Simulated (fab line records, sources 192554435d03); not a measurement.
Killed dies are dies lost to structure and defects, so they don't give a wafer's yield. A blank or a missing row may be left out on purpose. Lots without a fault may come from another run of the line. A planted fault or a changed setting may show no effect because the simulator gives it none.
Split-lot experiment | flow n5_finfet | 7 lots, 21 wafers read, on a route of 1938 steps

THE SPLIT
At N5_PASSIVATION_EXPOSE_07 (exposes mask TV, defocus 0 nm, target cd 3000 nm), the setting dose_mj was moved away from the recipe's 22.75 on 5 of the 21 wafers read, by -4.9% to +5.2%. The other wafers ran this setting at the recipe's value.

FROM THE SPLIT TO THE READING: what the file shows between them, 2 steps
- N5_PASSIVATION_DEVELOP_09: develop time 60 s (also split here: develop_time_s)
- N5_PASSIVATION_HARDBAKE_11: time 120 s

THE READING
cd_nm, in nm, at N5_PASSIVATION_CD_MEAS_10 (target cd 3000 nm). Fault-free wafers of this fab line usually give 3000.3 nm, standard deviation 1.6 nm.

wafer  | tool, chamber at the split | dose_mj as run | against the recipe | cd_nm, nm | against lot-mates on the recipe
L074.2 | krf_scanner-01, 0          | 22.75          | recipe             | 3002.7    | -
L074.4 | krf_scanner-01, 0          | 22.75          | recipe             | 3001.8    | -
L074.6 | krf_scanner-01, 0          | 22.75          | recipe             | 3000.4    | -
L078.3 | krf_scanner-02, 0          | 22.75          | recipe             | 2999.1    | -
L078.5 | krf_scanner-02, 0          | 22.75          | recipe             | 3001.1    | -
L078.6 | krf_scanner-02, 0          | 22.75          | recipe             | 3001.4    | -
L077.3 | krf_scanner-02, 0          | 22.75          | recipe             | 3000.1    | -
L077.4 | krf_scanner-02, 0          | 22.75          | recipe             | 2996.9    | -
L077.6 | krf_scanner-02, 0          | 22.75          | recipe             | 2999.1    | -
L079.2 | krf_scanner-02, 0          | 22.75          | recipe             | 3004.6    | -
L079.5 | krf_scanner-02, 0          | 22.75          | recipe             | 3003.8    | -
L079.6 | krf_scanner-02, 0          | 22.75          | recipe             | 3000.9    | -
L082.2 | krf_scanner-01, 0          | 23.94          | +5.2%              | 3011.0    | +10.6
L082.4 | krf_scanner-01, 0          | 22.75          | recipe             | 3000.8    | -
L082.6 | krf_scanner-01, 0          | 22.75          | recipe             | 3000.0    | -
L094.3 | krf_scanner-01, 0          | 21.64          | -4.9%              | 2989.3    | -11.9
L094.4 | krf_scanner-01, 0          | 22.75          | recipe             | 3001.8    | -
L094.6 | krf_scanner-01, 0          | 22.75          | recipe             | 3000.6    | -
L096.1 | krf_scanner-02, 0          | 21.98          | -3.4%              | 2995.4    | no lot-mate on the recipe
L096.2 | krf_scanner-02, 0          | 21.98          | -3.4%              | 2989.3    | no lot-mate on the recipe
L096.6 | krf_scanner-02, 0          | 21.98          | -3.4%              | 2992.6    | no lot-mate on the recipe

THE FIT
A straight line over all 21 wafers: cd_nm changes by +2.26 nm for each +1% of dose_mj; r = +0.92; the points scatter about the line by 2 nm.
The same after taking each lot's own level away (the mean of its wafers on the recipe; 18 wafers): +2.22 nm for each +1%; r = +0.96; scatter 1.2 nm.
On that fit, the largest move of dose_mj shifts the reading by 12 nm.
The lots' own levels span 2998.70 to 3003.10 nm, that is 2.7 times the standard deviation above.
So the lot-to-lot level changes the slope little: the two slopes agree.
Check: with one of the wafers moved furthest among these (+5.2%) left out of the fit, the line predicts +12.8 nm for it against its lot-mates. It came out at +10.6 nm against them.

OTHER SPLITS ON THESE WAFERS
These wafers also went through other splits before the reading. Each is held against what the fit with the lots' levels taken away leaves over:
other split on the same wafers             | wafers away from the commonest value | r with cd_nm (lot level and that fit taken away)
N5_BEOL_M10_COAT_22 spin_rpm               | 3                                    | +0.11
N5_BEOL_M11_COAT_63 spin_rpm               | 7                                    | -0.02
N5_BEOL_M12_SPUTTER_44 time_s              | 9                                    | +0.04
N5_BEOL_M13_SPUTTER_43 time_s              | 3                                    | -0.39
N5_BEOL_M13_SPUTTER_44 power_w             | 9                                    | -0.03
N5_BEOL_M14_DEP_53 time_s                  | 5                                    | +0.06
N5_MIM_TOP_LITHO_DEVELOP_07 develop_time_s | 4                                    | -0.19
N5_PASSIVATION_DEVELOP_09 develop_time_s   | 6                                    | +0.40

THE FILE'S OWN FIT
cd_nm changes by +2.22 nm for each +1% of dose_mj, r = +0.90.
